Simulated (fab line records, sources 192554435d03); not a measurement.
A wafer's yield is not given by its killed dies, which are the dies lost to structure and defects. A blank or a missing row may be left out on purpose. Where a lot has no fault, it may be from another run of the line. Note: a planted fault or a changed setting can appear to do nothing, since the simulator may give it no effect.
Matching of chambers ; flow n5Finfet ; N5_BEOL_M5_CURE_80 on uvCure-02 has 3 sister chambers
The step cures SiCOH lowk, time 120 s. 6 wafers are shown with their chamber, then 8 later ones without.

== EACH WAFER AND ITS CHAMBER ==
wafer;chamber;wafer_temp_C_max;lampPowerPct (%)
L079.4;1;371.1;52.29
L079.6;1;370.8;52.33
L085.6;2;371.9;52.25
L083.3;0;371.4;52.21
L083.5;0;371.1;52.25
L088.1;2;371.9;52.36

== WAFERS WITHOUT THEIR CHAMBER ==
wafer;wafer_temp_C_max;lampPowerPct (%)
L088.2;372.0;52.39
L088.5;372.3;52.26
L090.1;371.1;52.30
L090.4;371.2;52.32
L090.5;370.8;52.42
L093.3;371.8;52.39
L093.5;371.8;52.18
L093.6;371.9;52.32

== WHICH CHAMBER EACH WENT THROUGH ==
wafer;from the rows above;in truth
L088.2;2;2
L088.5;2;2
L090.1;can't be placed: 1 or 0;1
L090.4;can't be placed: 1 or 0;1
L090.5;1;1
L093.3;2;2
L093.5;can't be placed: 2 or 0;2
L093.6;2;2
Placed correctly: 5 of 8. Not placeable from these rows: 3 (in 3, the candidates include the true chamber). Wrongly placed: 0.
How it was worked out, from the rows above alone: a wafer's distance from a chamber is the root of the sum, over the readings, of the square of ((its reading less the chamber's mean) divided by the reading's scatter). The wafer belongs to the nearest chamber; if the next one is less than 2 further off, it can't be placed. Each chamber's mean is taken over the wafers shown for it. The scatter is the square root of a quotient: the sum, over the shown wafers, of each reading's squared deviation from its chamber's mean, divided by wafers minus chambers.
